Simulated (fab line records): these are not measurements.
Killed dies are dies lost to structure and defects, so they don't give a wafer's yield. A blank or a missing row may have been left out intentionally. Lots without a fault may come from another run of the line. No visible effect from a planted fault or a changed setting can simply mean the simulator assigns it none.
Chamber matching :: flow n5_finfet :: N5_BEOL_M11_DEP_56 on pecvd-04 has 3 sister chambers
The step deposits SiCN from 3MS/NH3, target thk 30 nm, time 10.5 s. 3 wafers are shown with their chamber, then 11 later ones without.

## EACH WAFER AND ITS CHAMBER
wafer: L085.2
chamber: 2
showerhead_plenum_p_Torr (Torr): 4.137

wafer: L085.6
chamber: 1
showerhead_plenum_p_Torr (Torr): 4.124

wafer: L089.1
chamber: 0
showerhead_plenum_p_Torr (Torr): 4.193

## WAFERS WITHOUT THEIR CHAMBER
wafer: L089.4
showerhead_plenum_p_Torr (Torr): 4.126

wafer: L089.6
showerhead_plenum_p_Torr (Torr): 4.139

wafer: L092.4
showerhead_plenum_p_Torr (Torr): 4.139

wafer: L092.5
showerhead_plenum_p_Torr (Torr): 4.125

wafer: L092.6
showerhead_plenum_p_Torr (Torr): 4.202

wafer: L094.2
showerhead_plenum_p_Torr (Torr): 4.198

wafer: L094.5
showerhead_plenum_p_Torr (Torr): 4.210

wafer: L094.6
showerhead_plenum_p_Torr (Torr): 4.128

wafer: L096.1
showerhead_plenum_p_Torr (Torr): 4.127

wafer: L096.2
showerhead_plenum_p_Torr (Torr): 4.127

wafer: L096.3
showerhead_plenum_p_Torr (Torr): 4.122

## WHICH CHAMBER EACH WENT THROUGH
wafer: L089.4
from the rows above: can't be placed: 1 or 2
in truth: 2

wafer: L089.6
from the rows above: 2
in truth: 2

wafer: L092.4
from the rows above: 2
in truth: 2

wafer: L092.5
from the rows above: can't be placed: 1 or 2
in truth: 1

wafer: L092.6
from the rows above: 0
in truth: 0

wafer: L094.2
from the rows above: 0
in truth: 0

wafer: L094.5
from the rows above: 0
in truth: 0

wafer: L094.6
from the rows above: can't be placed: 1 or 2
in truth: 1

wafer: L096.1
from the rows above: can't be placed: 1 or 2
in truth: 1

wafer: L096.2
from the rows above: can't be placed: 1 or 2
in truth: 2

wafer: L096.3
from the rows above: 1
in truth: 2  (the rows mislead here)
Correctly placed: 5 of 11. From these rows, 5 cannot be placed; in 5 the true chamber is one of the candidates. Placed wrongly: 1.
How it was worked out, from the rows above alone: a wafer's distance from a chamber is the root of the sum, over the readings, of the square of ((its reading less the chamber's mean) divided by the reading's scatter). The wafer belongs to the nearest chamber; if the next one is less than 2 further off, it can't be placed. For every chamber, the mean is computed from those of its wafers that are shown. The scatter: with one shown wafer a chamber, the root of the mean of the squares of how far each hidden wafer lies from its nearest shown one.
